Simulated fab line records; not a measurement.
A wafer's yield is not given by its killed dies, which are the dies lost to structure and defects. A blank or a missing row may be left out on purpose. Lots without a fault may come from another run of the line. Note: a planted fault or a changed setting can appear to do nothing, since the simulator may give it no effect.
Chamber matching / flow nand harc / NHARC_A_CHANNEL_FILL_D1_ETCHBACK_20 on rie diel-08 has 4 sister chambers
The step etches the open film in C4F8/O2/Ar, target depth 27 nm, time 13.5 s. 8 wafers are shown with their chamber, then 8 later ones without.

== WAFERS WITH THEIR CHAMBER ==
wafer=L080.6; chamber=1; rf vpp V (V)=984; oes product au (a.u.)=0.93
wafer=L085.1; chamber=3; rf vpp V (V)=978; oes product au (a.u.)=0.94
wafer=L085.3; chamber=2; rf vpp V (V)=970; oes product au (a.u.)=0.93
wafer=L085.6; chamber=1; rf vpp V (V)=986; oes product au (a.u.)=0.95
wafer=L089.2; chamber=3; rf vpp V (V)=979; oes product au (a.u.)=0.93
wafer=L089.4; chamber=0; rf vpp V (V)=978; oes product au (a.u.)=0.92
wafer=L089.6; chamber=0; rf vpp V (V)=976; oes product au (a.u.)=0.92
wafer=L089.1; chamber=2; rf vpp V (V)=969; oes product au (a.u.)=0.92

== WAFERS MISSING THEIR CHAMBER ==
wafer=L089.3; rf vpp V (V)=985; oes product au (a.u.)=0.94
wafer=L089.5; rf vpp V (V)=984; oes product au (a.u.)=0.93
wafer=L094.1; rf vpp V (V)=977; oes product au (a.u.)=1.01
wafer=L094.2; rf vpp V (V)=985; oes product au (a.u.)=1.01
wafer=L094.3; rf vpp V (V)=969; oes product au (a.u.)=1.00
wafer=L095.3; rf vpp V (V)=969; oes product au (a.u.)=1.00
wafer=L095.4; rf vpp V (V)=986; oes product au (a.u.)=1.02
wafer=L095.5; rf vpp V (V)=978; oes product au (a.u.)=1.02

== THE CHAMBER EACH PASSED THROUGH ==
wafer=L089.3; from the rows above=1; in truth=1
wafer=L089.5; from the rows above=1; in truth=1
wafer=L094.1; from the rows above=can't be placed: 3 or 0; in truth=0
wafer=L094.2; from the rows above=1; in truth=1
wafer=L094.3; from the rows above=2; in truth=2
wafer=L095.3; from the rows above=2; in truth=2
wafer=L095.4; from the rows above=1; in truth=1
wafer=L095.5; from the rows above=can't be placed: 3 or 1 or 0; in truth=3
Correctly placed: 6 of 8. From these rows, 2 cannot be placed; in 2 the true chamber is one of the candidates. Number placed wrongly: 0.
How it was worked out, from the rows above alone: a wafer's distance from a chamber is the root of the sum, over the readings, of the square of ((its reading less the chamber's mean) divided by the reading's scatter). The wafer belongs to the nearest chamber; if the next one is less than 2 further off, it can't be placed. Each chamber's mean is taken over the wafers shown for it. The scatter is the square root of a quotient: the sum, over the shown wafers, of each reading's squared deviation from its chamber's mean, divided by wafers minus chambers.
